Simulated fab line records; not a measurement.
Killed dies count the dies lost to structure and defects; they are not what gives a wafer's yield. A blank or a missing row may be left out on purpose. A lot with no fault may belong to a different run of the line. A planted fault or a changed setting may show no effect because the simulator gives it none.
Matching of chambers ; flow n5 finfet ; N5_FIN_SAQP_ETCH_64 on rie si-06: 4 sister chambers
The step etches SiO2 in CF4, target depth 1.5 nm. 16 wafers are shown with their chamber, then 8 later ones without.

== WAFERS PAIRED WITH THEIR CHAMBERS ==
wafer;chamber;throttle valve pct (%);oes product au (a.u.);drypump motor current A (A)
L075.1;0;21.48;0.973;5.6
L075.3;1;21.92;0.944;5.3
L075.5;3;21.64;1.053;6.0
L077.2;1;21.91;0.949;5.3
L077.3;3;21.63;1.054;5.8
L077.6;2;21.81;0.992;5.2
L078.2;2;21.81;0.988;5.2
L078.3;0;21.49;0.974;5.6
L078.6;0;21.47;0.971;5.6
L079.1;2;21.81;0.999;5.2
L079.2;1;21.92;0.961;5.4
L079.5;2;21.81;1.002;5.2
L089.2;2;21.79;0.985;5.2
L089.4;3;21.64;1.047;6.0
L089.5;1;21.93;0.947;5.4
L090.1;2;21.81;0.994;5.2

SIGNATURES, as means of the wafers listed above
reading;chamber 0;chamber 1;chamber 2;chamber 3;scatter within a chamber
throttle valve pct;21.4800;21.9200;21.8067;21.6367;0.00816
oes product au;0.97267;0.95025;0.99333;1.05133;0.00583
drypump motor current A;5.600;5.350;5.200;5.933;0.0553
Rule: distance of a wafer from a chamber = root of the sum over the readings of ((wafer's reading minus chamber's mean) / reading's scatter) squared. If the next closest chamber is less than 2 further off than the closest, the wafer can't be placed; otherwise it belongs to the closest. The scatter: take each reading less its chamber's mean, square it, sum over the shown wafers, divide by the number of wafers less the number of chambers, and take the root.

== WAFERS WITHOUT THEIR CHAMBER ==
wafer;throttle valve pct (%);oes product au (a.u.);drypump motor current A (A)
L090.3;21.48;0.967;5.7
L090.5;21.64;1.042;5.9
L091.3;21.63;1.060;6.0
L091.5;21.83;0.997;5.2
L091.6;21.90;0.962;5.4
L095.1;21.62;1.046;6.0
L095.3;21.48;0.974;5.7
L095.6;21.92;0.960;5.4

== EACH ONE'S CHAMBER ==
wafer;from the rows above;in truth
L090.3;0;0
L090.5;3;3
L091.3;3;3
L091.5;2;2
L091.6;1;1
L095.1;3;3
L095.3;0;0
L095.6;1;1
8 of 8 placed correctly. Can't be placed from these rows: 0. Placed wrongly: 0.
